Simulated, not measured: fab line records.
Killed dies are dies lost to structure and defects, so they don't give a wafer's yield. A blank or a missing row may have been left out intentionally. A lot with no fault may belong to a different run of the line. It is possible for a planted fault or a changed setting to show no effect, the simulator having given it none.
8D (eight disciplines) problem report, filled in by code | flow n5-finfet | the parts of the form that need people (team, actions taken, sign-off) are left out

== 1. THE PROBLEM ==
killed_at_M4_up at N5_PASSIVATION_PROBE_49 reads a mean of 130 on 6 wafers of 2 lots; wafers without a fault read 14 with a standard deviation of 5.5. That is +21 standard deviations from the usual mean.
First observed at day 15 20:04: wafer L425.1, on prober-02. Wafers with a number at this step in the record: 12, from 4 lots. Rule for "out", or "out of limits": more than 4 standard deviations from the usual mean. All remaining wafers that have a number are taken as sound.

== 2. WHAT IT IS, AND WHAT IT ISN'T ==
question                    | is                                                                                                   | is not
which readings at this step | killed_at_M4_up, defect-limited-yield, killed-dies, sort_bin_5_function, sort-n-pass, sort-yield-pct | killed_at_M0_to_M3, killed-at-contacts, killed-at-front-end, killed-at-other, killed-open, killed-short, sort_bin_4_leakage
which lots                  | L425, L426                                                                                           | L419, L420
which wafers of those lots  | all that have a number                                                                               | -
read on which tools         | prober-02                                                                                            | prober-01
when                        | from day 15 20:04                                                                                    | up to then (6 sound wafers)

== 3. THE SUSPECTS, EACH WITH WHAT RULES IT OUT ==
Counting: a tool stays on the suspect list if, at a process step up to the reading, it processed all lots that are out and no sound lot following the first of them.
- rie-diel-06 at N5_BEOL_M6_ETCH_72 (etches underlayer in N2/H2, target depth 6.5 nm, time 5.2 s): kept. All lots that are out passed through it, beginning with L425 at day 11 20:08, and no sound lot followed; its final sound lot before that point was L420 at day 9 23:58.
- prober-02 at N5_PASSIVATION_PROBE_49: kept. All lots that are out passed through it, beginning with L425 at day 15 20:04, and no sound lot followed; its final sound lot before that point was L419 at day 14 01:51. Out on those wafers are its own readings of defect-limited-yield, killed_at_M4_up, killed-dies, sort_bin_5_function, sort-n-pass, sort-yield-pct.
Left after counting: rie-diel-06 at N5_BEOL_M6_ETCH_72, prober-02 at N5_PASSIVATION_PROBE_49.

== 4. THE CAUSE (what the simulator had put in) ==
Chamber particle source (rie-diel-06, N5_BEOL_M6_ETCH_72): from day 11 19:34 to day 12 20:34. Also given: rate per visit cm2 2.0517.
After counting, 2 suspects remain, this tool included.

== 5. THE CHAIN OF EFFECTS, in route order ==
Each row: a reading whose mean over the struck wafers that have a number lies more than 3 standard deviations from the usual. Only readings whose record carries a usual standard deviation are examined. hours: median over the lots of the time between each lot's start at the first step of this table that gives one and its start at this step. sigmas: the change, counted in usual standard deviations.
hours | step                    | reading              | usual  | on struck wafers | change | sigmas
0     | N5_PASSIVATION_PROBE_49 | defect-limited-yield | 91.3 % | 80.8             | -10.5  | -7.0
0     | N5_PASSIVATION_PROBE_49 | killed_at_M4_up      | 14     | 130              | +116   | +21
0     | N5_PASSIVATION_PROBE_49 | killed-dies          | 103    | 226              | +123   | +6.8
0     | N5_PASSIVATION_PROBE_49 | killed-on-rim        | 14     | 29               | +15    | +3.4
0     | N5_PASSIVATION_PROBE_49 | sort_bin_5_function  | 5.1 %  | 11.2             | +6.1   | +6.1
0     | N5_PASSIVATION_PROBE_49 | sort-n-pass          | 1077   | 954              | -123   | -6.9
0     | N5_PASSIVATION_PROBE_49 | sort-yield-pct       | 91.2 % | 80.8             | -10.4  | -6.9
Process steps it contains:
- N5_PASSIVATION_PROBE_49

== 6. HOW IT WOULD HAVE BEEN CAUGHT EARLIER ==
First out-of-limits reading in this record: day 15 20:04, which is 96 hours after fault onset at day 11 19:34.
No tool reading at N5_BEOL_M6_ETCH_72 that has a usual standard deviation in the record was out on any struck wafer, so an alarm limit of 4 standard deviations on those readings would not have fired.
By day 15 20:04, every lot that is out (2) had started N5_BEOL_M6_ETCH_72 on rie-diel-06. A hold on the tool at that time would have spared none of them.
